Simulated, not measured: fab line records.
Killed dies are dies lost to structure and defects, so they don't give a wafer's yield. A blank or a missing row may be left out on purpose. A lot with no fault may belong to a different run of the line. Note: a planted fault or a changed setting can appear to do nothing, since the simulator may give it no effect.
fab line records + flow n5-finfet
record:
- lots: 7
- wafers: 19
- last-day: 17
route steps=1938 shown BEOL_M10@1516
lots untouched by any fault: they come from a run of this same line in which no faults occurred
start-h: the number of hours between the record's first day and the start of the first shown wafer of the lot + wait-h: how many hours have passed since the lot's step before this one + " as in the row above + L1.1+2: several wafers, shown together as one row + - value missing, or start not given + * or withheld: withheld + < > ~ a bound
route shown NAME@n: a module of which the file shows steps, and the number in the route of the first + usual: average and standard deviation across the fault-free wafers + same: alike in all rows + chamber/n: place in a boat + sites: each site's reading + _std_site: standard deviation of those values + _edge_site: inner sites' mean taken away from outer sites' mean + radius-mm: for every site, how far away it sits from the centre of the wafer + mask NAME#n: copy n + behind: the most recent tool/chamber to have shaped the wafer + hold: why the lot went on hold/how many hours it stayed there/how the hold came to an end + device: whichever transistor did not switch (one of n, p or np) + end of line: tests run on the same wafers once the route is complete + for a step that has no rows: nothing shown but its recipe + killed: not the wafer's yield, but the dies lost to structure and defects at the first sort + map: dies across one wafer; x = killed, . = not, _ = none there
set.NAME: the setting that was run; set.NAME@STEP: the one run at that earlier step + model.NAME: the simulator's own value behind a step, which no gauge read
lots seen at some steps along the route; tables by step, rows by wafer
services: from which hour (start-h, from the record's first day; less than 0 if before it) a tool's chamber was out of use, for how many hours, and why
== steps ==
step: N5_BEOL_M10_HM_STRIP_39
recipe:
- chemistry: peroxide-tin-strip
- material: TiN
- target-depth-a: 250
- temp-c: 50
- time-s: 158
step: N5_BEOL_M10_SRD_40
recipe:
- time-s: 30
- temp-c: 23
- rinse-liquid: diw
- dry: ipa-marangoni
step: N5_BEOL_M10_PRECLEAN_42
recipe:
- chemistry: residue-remover
- time-s: 60
- temp-c: 40
step: N5_BEOL_M10_SRD_43
recipe:
- time-s: 30
- temp-c: 23
- rinse-liquid: diw
- dry: ipa-marangoni
step: N5_BEOL_M10_CD_MEAS_35
recipe:
- target-cd-nm: 70
- polarity: opening
usual:
- cd-nm: 70.0/0.62
| lot.wafer | tool      | chamber | start-h | wait-h | cd-nm |
|-----------|-----------|---------|---------|--------|-------|
| L413.1    | cd-sem-03 | -       | 230.91  | 0.0    | 69.8  |
| L413.4    | "         | -       | "       | "      | 69.2  |
| L413.5    | "         | -       | "       | "      | 69.8  |
| L415.1    | cd-sem-01 | -       | 239.80  | 0.0    | 69.5  |
| L415.4    | "         | -       | "       | "      | 70.3  |
| L415.6    | "         | -       | "       | "      | 70.3  |
| L422.1    | cd-sem-03 | -       | 277.78  | 0.0    | 70.3  |
| L422.6    | "         | -       | "       | "      | 69.7  |
| L423.5    | cd-sem-02 | -       | 294.30  | 0.0    | 69.7  |
| L423.6    | "         | -       | "       | "      | 69.5  |
| L424.1    | cd-sem-01 | -       | 302.85  | 0.0    | 70.5  |
| L424.4    | "         | -       | "       | "      | 70.3  |
| L424.6    | "         | -       | "       | "      | 69.7  |
| L427.1    | cd-sem-02 | -       | 313.87  | 0.0    | 70.0  |
| L427.3    | "         | -       | "       | "      | 69.7  |
| L427.4    | "         | -       | "       | "      | 70.2  |
| L435.1    | cd-sem-03 | -       | 361.39  | 0.0    | 69.7  |
| L435.4    | "         | -       | "       | "      | 70.3  |
| L435.6    | "         | -       | "       | "      | 70.4  |
step: N5_BEOL_M10_CURE_72
recipe:
- temp-c: 370
- time-s: 120
- ambient: DMADMS/He
- material: SiCOH_lowk
usual:
- lamp-power-pct: 52.31/0.056
- wafer_temp_C_max: 372.1/0.84
| lot.wafer | tool       | chamber | start-h | wait-h | lamp-power-pct | wafer_temp_C_max |
|-----------|------------|---------|---------|--------|----------------|------------------|
| L413.1    | uv-cure-01 | 2       | 230.96  | 0.0    | 52.32          | 371.7            |
| L413.4    | "          | 2       | "       | "      | 52.38          | 373.4            |
| L413.5    | "          | 2       | "       | "      | 52.28          | 372.5            |
| L415.1    | uv-cure-03 | 2       | 239.84  | 0.0    | 52.25          | 372.0            |
| L415.4    | "          | 2       | "       | "      | 52.39          | 372.8            |
| L415.6    | "          | 2       | "       | "      | 52.18          | 373.0            |
| L422.1    | uv-cure-02 | 1       | 277.82  | 0.0    | 52.22          | 371.2            |
| L422.6    | "          | 1       | "       | "      | 52.30          | 371.1            |
| L423.5    | uv-cure-02 | 2       | 294.53  | 0.2    | 52.33          | 372.7            |
| L423.6    | "          | 2       | "       | "      | 52.32          | 372.9            |
| L424.1    | uv-cure-03 | 2       | 302.89  | 0.0    | 52.29          | 372.3            |
| L424.4    | "          | 2       | "       | "      | 52.22          | 373.0            |
| L424.6    | "          | 2       | "       | "      | 52.23          | 372.0            |
| L427.1    | uv-cure-01 | 1       | 314.06  | 0.2    | 52.30          | 371.0            |
| L427.3    | "          | 1       | "       | "      | 52.28          | 371.0            |
| L427.4    | "          | 1       | "       | "      | 52.32          | 371.6            |
| L435.1    | uv-cure-03 | 0       | 361.43  | 0.0    | 52.41          | 372.1            |
| L435.4    | "          | 0       | "       | "      | 52.31          | 372.9            |
| L435.6    | "          | 0       | "       | "      | 52.28          | 372.4            |
step: N5_BEOL_M10_DEGAS_44
recipe:
- ambient: vacuum
- temp-c: 250
- time-s: 60
step: N5_BEOL_M10_PRE_CLEAN_45
recipe:
- gas: H2/He
- time-s: 30
- temp-c: 250
usual:
- heater-power-w: 345/36
| lot.wafer | tool           | chamber | start-h | wait-h | heater-power-w |
|-----------|----------------|---------|---------|--------|----------------|
| L413.1    | pvd-sputter-02 | -       | 231.35  | 0.0    | 329            |
| L413.4    | "              | -       | "       | "      | 264            |
| L413.5    | "              | -       | "       | "      | 362            |
| L415.1    | pvd-sputter-01 | -       | 240.34  | 0.0    | 384            |
| L415.4    | "              | -       | "       | "      | 389            |
| L415.6    | "              | -       | "       | "      | 282            |
| L422.1    | pvd-sputter-02 | -       | 278.50  | 0.0    | 365            |
| L422.6    | "              | -       | "       | "      | 264            |
| L423.5    | pvd-sputter-01 | -       | 294.79  | 0.0    | 369            |
| L423.6    | "              | -       | "       | "      | 349            |
| L424.1    | pvd-sputter-03 | -       | 303.54  | 0.0    | 358            |
| L424.4    | "              | -       | "       | "      | 345            |
| L424.6    | "              | -       | "       | "      | 330            |
| L427.1    | pvd-sputter-01 | -       | 314.90  | 0.0    | 381            |
| L427.3    | "              | -       | "       | "      | 358            |
| L427.4    | "              | -       | "       | "      | 281            |
| L435.1    | pvd-sputter-01 | -       | 362.25  | 0.0    | 393            |
| L435.4    | "              | -       | "       | "      | 274            |
| L435.6    | "              | -       | "       | "      | 277            |
step: N5_BEOL_M10_ALD_74
recipe:
- material: TaN
- target-thk-a: 20
- temp-c: 275
- ald-precursor-family: PDMAT
- ald-co-reactant: NH3
- pressure-torr: 3
- carrier-flow-sccm: 1500
- pulse-time-s: 2
- purge-time-s: 3
- co-reactant-purge-time-s: 2
- co-reactant-pulse-time-s: 3
- ald-cycles: 40
- precursor-vessel-temp-c: 75
- precursor-vessel-pressure-torr: 26.25
- precursor-vessel-carrier-sccm: 1000
usual:
- heater-power-w: 426/54
| lot.wafer | tool         | chamber | start-h | wait-h | heater-power-w |
|-----------|--------------|---------|---------|--------|----------------|
| L413.1    | ald-metal-02 | 0       | 231.42  | 0.1    | 415            |
| L413.4    | "            | 1       | "       | "      | 424            |
| L413.5    | "            | 0       | "       | "      | 402            |
| L415.1    | ald-metal-02 | 2       | 240.42  | 0.1    | 481            |
| L415.4    | "            | 3       | "       | "      | 438            |
| L415.6    | "            | 0       | "       | "      | 413            |
| L422.1    | ald-metal-03 | 0       | 278.56  | 0.0    | 358            |
| L422.6    | "            | 3       | "       | "      | 544            |
| L423.5    | ald-metal-03 | 2       | 294.98  | 0.2    | 431            |
| L423.6    | "            | 1       | "       | "      | 397            |
| L424.1    | ald-metal-04 | 0       | 303.62  | 0.1    | 378            |
| L424.4    | "            | 1       | "       | "      | 367            |
| L424.6    | "            | 1       | "       | "      | 380            |
| L427.1    | ald-metal-03 | 0       | 314.96  | 0.0    | 366            |
| L427.3    | "            | 2       | "       | "      | 434            |
| L427.4    | "            | 3       | "       | "      | 546            |
| L435.1    | ald-metal-03 | 3       | 362.31  | 0.0    | 548            |
| L435.4    | "            | 0       | "       | "      | 368            |
| L435.6    | "            | 2       | "       | "      | 433            |
step: N5_BEOL_M10_SURFACE_TREAT_76
recipe:
- gas: Ar
- time-s: *
- ion-energy-ev: *
- ion-current-ma-cm2: 0.5
- pressure-mtorr: *
- ar-flow-sccm: 30
usual:
- pressure-mtorr: *
- throttle-valve-pct: *
| lot.wafer | tool           | chamber | start-h | wait-h | pressure-mtorr | throttle-valve-pct |
|-----------|----------------|---------|---------|--------|----------------|--------------------|
| L413.1    | pvd-sputter-02 | -       | 231.72  | 0.2    | *              | *                  |
| L413.4    | "              | -       | "       | "      | *              | *                  |
| L413.5    | "              | -       | "       | "      | *              | *                  |
| L415.1    | pvd-sputter-01 | -       | 240.90  | 0.3    | *              | *                  |
| L415.4    | "              | -       | "       | "      | *              | *                  |
| L415.6    | "              | -       | "       | "      | *              | *                  |
| L422.1    | pvd-sputter-03 | -       | 278.93  | 0.2    | *              | *                  |
| L422.6    | "              | -       | "       | "      | *              | *                  |
| L423.5    | pvd-sputter-02 | -       | 296.72  | 1.6    | *              | *                  |
| L423.6    | "              | -       | "       | "      | *              | *                  |
| L424.1    | pvd-sputter-03 | -       | 304.02  | 0.3    | *              | *                  |
| L424.4    | "              | -       | "       | "      | *              | *                  |
| L424.6    | "              | -       | "       | "      | *              | *                  |
| L427.1    | pvd-sputter-01 | -       | 315.36  | 0.3    | *              | *                  |
| L427.3    | "              | -       | "       | "      | *              | *                  |
| L427.4    | "              | -       | "       | "      | *              | *                  |
| L435.1    | pvd-sputter-03 | -       | 362.62  | 0.2    | *              | *                  |
| L435.4    | "              | -       | "       | "      | *              | *                  |
| L435.6    | "              | -       | "       | "      | *              | *                  |
step: N5_BEOL_M10_CVD_75
recipe:
- material: Co
- target-thk-a: 20
- temp-c: withheld
- precursor: CCTBA/H2
- pressure-torr: 30
- time-s: 138.9
step: N5_BEOL_M10_SPUTTER_48
recipe:
- material: Cu
- target-thk-a: 120
- temp-c: -20
- bias-v: 60
- power-w: 26000
- chamber-pressure-pa: 0.13
- time-s: 2
usual:
- throttle-valve-pct: 29.9/1.2
| lot.wafer | tool           | chamber | start-h | wait-h | throttle-valve-pct |
|-----------|----------------|---------|---------|--------|--------------------|
| L413.1    | pvd-sputter-01 | -       | 231.92  | 0.1    | 31.4               |
| L413.4    | "              | -       | "       | "      | 30.4               |
| L413.5    | "              | -       | "       | "      | 30.4               |
| L415.1    | pvd-sputter-01 | -       | 241.19  | 0.1    | 30.1               |
| L415.4    | "              | -       | "       | "      | 30.3               |
| L415.6    | "              | -       | "       | "      | 31.3               |
| L422.1    | pvd-sputter-02 | -       | 279.52  | 0.2    | 31.0               |
| L422.6    | "              | -       | "       | "      | 30.7               |
| L423.5    | pvd-sputter-02 | -       | 296.98  | 0.1    | 31.1               |
| L423.6    | "              | -       | "       | "      | 28.4               |
| L424.1    | pvd-sputter-01 | -       | 304.40  | 0.2    | 31.4               |
| L424.4    | "              | -       | "       | "      | 29.9               |
| L424.6    | "              | -       | "       | "      | 28.1               |
| L427.1    | pvd-sputter-01 | -       | 315.62  | 0.2    | 28.0               |
| L427.3    | "              | -       | "       | "      | 30.2               |
| L427.4    | "              | -       | "       | "      | 29.9               |
| L435.1    | pvd-sputter-01 | -       | 362.91  | 0.2    | 29.8               |
| L435.4    | "              | -       | "       | "      | 30.4               |
| L435.6    | "              | -       | "       | "      | 31.3               |
step: N5_BEOL_M10_ECD_50
recipe:
- material: Cu
- target-thk-a: 3180
| lot.wafer | tool      | chamber | start-h | wait-h | model.Cu_of_BEOL_M10_ECD_50.thk-nm |
|-----------|-----------|---------|---------|--------|------------------------------------|
| L413.1    | ecd-cu-02 | 1       | 232.03  | 0.1    | 321                                |
| L413.4    | "         | 0       | "       | "      | 320                                |
| L413.5    | "         | 1       | "       | "      | 315.8                              |
| L415.1    | ecd-cu-01 | 0       | 241.31  | 0.1    | 320.4                              |
| L415.4    | "         | 1       | "       | "      | 318.6                              |
| L415.6    | "         | 0       | "       | "      | 317.6                              |
| L422.1    | ecd-cu-01 | 1       | 279.64  | 0.1    | 608.2                              |
| L422.6    | "         | 0       | "       | "      | 311                                |
| L423.5    | ecd-cu-01 | 1       | 297.12  | 0.1    | 614.4                              |
| L423.6    | "         | 0       | "       | "      | 316.2                              |
| L424.1    | ecd-cu-01 | 0       | 304.52  | 0.1    | 611.4                              |
| L424.4    | "         | 0       | "       | "      | 315.2                              |
| L424.6    | "         | 0       | "       | "      | 318.6                              |
| L427.1    | ecd-cu-02 | 0       | 315.74  | 0.1    | 321                                |
| L427.3    | "         | 0       | "       | "      | 319.6                              |
| L427.4    | "         | 1       | "       | "      | 324                                |
| L435.1    | ecd-cu-02 | 0       | 363.03  | 0.1    | 315.6                              |
| L435.4    | "         | 1       | "       | "      | 316.6                              |
| L435.6    | "         | 0       | "       | "      | 317.8                              |
step: N5_BEOL_M10_ANNEAL_51
recipe:
- temp-c: 225
- time-s: 90
- ambient: N2
step: N5_BEOL_M10_CMP_52
recipe:
- stop-on: SiCOH_lowk
- t-overpolish-s: 7
- down-force-psi: 1
- platen-rpm: 50
- clearing-platen-down-force-psi: 1.5
- clearing-platen-rpm: 50
- post-cmp-clean: cu-alkaline
- target-thk-nm: 140
- clearing-platen-pad-velocity-m-s: 0.99484
- pad-velocity-m-s: 0.99484
usual:
- motor-current-A: 6.1/0.48
- time-to-endpoint-s: 66/3.4
| lot.wafer | tool   | chamber | start-h | wait-h | motor-current-A | time-to-endpoint-s |
|-----------|--------|---------|---------|--------|-----------------|--------------------|
| L413.1    | cmp-01 | 2       | 235.51  | 0.3    | 6.0             | 64                 |
| L413.4    | "      | 0       | "       | "      | 5.8             | 65                 |
| L413.5    | "      | 3       | "       | "      | 6.0             | 68                 |
| L415.1    | cmp-01 | 0       | 243.46  | 0.3    | 5.9             | 69                 |
| L415.4    | "      | 2       | "       | "      | 6.1             | 67                 |
| L415.6    | "      | 0       | "       | "      | 5.9             | 63                 |
| L422.1    | cmp-01 | 3       | 280.50  | 0.4    | 6.3             | 124                |
| L422.6    | "      | 0       | "       | "      | 5.7             | 63                 |
| L423.6    | cmp-02 | 2       | 298.11  | 0.2    | 5.7             | 66                 |
| L423.5    | "      | 3       | "       | "      | 5.6             | 124                |
| L424.1    | cmp-02 | 0       | 305.56  | 0.3    | 6.6             | 133                |
| L424.4    | "      | 2       | "       | "      | 6.0             | 67                 |
| L424.6    | "      | 1       | "       | "      | 6.1             | 66                 |
| L427.4    | cmp-01 | 0       | 317.04  | 0.3    | 5.7             | 63                 |
| L427.3    | "      | 1       | "       | "      | 5.8             | 65                 |
| L427.1    | "      | 3       | "       | "      | 6.1             | 67                 |
| L435.4    | cmp-04 | 3       | 363.61  | 0.2    | 5.8             | 62                 |
| L435.1    | "      | 0       | "       | "      | 6.6             | 71                 |
| L435.6    | "      | 3       | "       | "      | 5.7             | 63                 |
step: N5_BEOL_M10_THK_MEAS_53
recipe:
- thk-meas-gauge: xrf
- reads: Cu_of_BEOL_M10_ECD_50
usual:
- M10_THK: 140/3
| lot.wafer | tool          | chamber | start-h | wait-h | M10_THK[nm] |
|-----------|---------------|---------|---------|--------|-------------|
| L413.1    | film-metro-02 | -       | 235.80  | -      | 142         |
| L413.4    | "             | -       | "       | "      | 141         |
| L413.5    | "             | -       | "       | "      | 139         |
| L415.1    | film-metro-02 | -       | 243.75  | -      | 139         |
| L415.4    | "             | -       | "       | "      | 138         |
| L415.6    | "             | -       | "       | "      | 139         |
| L422.1    | film-metro-01 | -       | 280.68  | -      | 139         |
| L422.6    | "             | -       | "       | "      | 136         |
| L423.5    | film-metro-02 | -       | 298.26  | -      | 141         |
| L423.6    | "             | -       | "       | "      | 141         |
| L424.1    | film-metro-02 | -       | 305.86  | -      | 142         |
| L424.4    | "             | -       | "       | "      | 139         |
| L424.6    | "             | -       | "       | "      | 141         |
| L427.1    | film-metro-02 | -       | 317.33  | -      | 141         |
| L427.3    | "             | -       | "       | "      | 137         |
| L427.4    | "             | -       | "       | "      | 140         |
| L435.1    | film-metro-01 | -       | 363.86  | -      | 140         |
| L435.4    | "             | -       | "       | "      | 145         |
| L435.6    | "             | -       | "       | "      | 139         |
== services ==
| tool           | chamber | start-h | hours | kind   |
|----------------|---------|---------|-------|--------|
| cmp-01         | -       | 207.65  | 1.6   | repair |
| cmp-02         | -       | 210.90  | 4.0   | pm     |
| uv-cure-02     | -       | 213.58  | 11.4  | repair |
| uv-cure-03     | -       | 219.99  | 14.6  | pm     |
| cmp-02         | -       | 233.10  | 0.6   | repair |
| uv-cure-01     | -       | 238.22  | 2.1   | pm     |
| ald-metal-03   | 0       | 251.90  | 14.5  | repair |
| ecd-cu-02      | -       | 252.82  | 2.7   | repair |
| pvd-sputter-03 | -       | 254.06  | 7.5   | repair |
| ecd-cu-01      | -       | 255.95  | 1.8   | repair |
| ald-metal-02   | 3       | 261.79  | 27.9  | repair |
| uv-cure-01     | -       | 262.91  | 1.0   | pm     |
| ald-metal-02   | 2       | 266.08  | 12.8  | repair |
| cmp-01         | -       | 276.31  | 4.0   | pm     |
| uv-cure-02     | -       | 282.70  | 0.8   | repair |
| uv-cure-02     | -       | 290.68  | 1.0   | pm     |
| cmp-02         | -       | 311.34  | 5.7   | pm     |
| ecd-cu-01      | -       | 316.42  | 5.9   | pm     |
| ecd-cu-02      | -       | 331.19  | 3.0   | repair |
| uv-cure-03     | -       | 338.82  | 4.3   | pm     |
| ald-metal-03   | 1       | 339.64  | 8.8   | repair |
| uv-cure-01     | -       | 343.16  | 1.2   | repair |
| pvd-sputter-01 | -       | 351.60  | 5.5   | repair |
| cmp-02         | -       | 361.67  | 3.1   | repair |
== key ==
first-sign:
- step: N5_BEOL_M10_CMP_52
- reading: time-to-endpoint-s
- direction: up
- sigmas: 18
- usual: *
- struck: *
effect none on later readings
model-effect:
- step: N5_BEOL_M10_ECD_50
- value: Cu_of_BEOL_M10_ECD_50.thk-nm
- without: 318.8
- struck: 611.3
met-at N5_BEOL_M10_ECD_50
struck-wafers L422.1,L423.5,L424.1
onset-between 241.31 279.64
fault:
- kind: process-parameter-drift
- tool: ecd-cu-01
- chamber: -
- onset-h: 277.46
- steps: N5_BEOL_M10_ECD_50
- channel: target-thk-a
- offset: *
- shape: step
- end-h: 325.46
- scope: struck-wafers-only
- acts-in: *
- stated: *
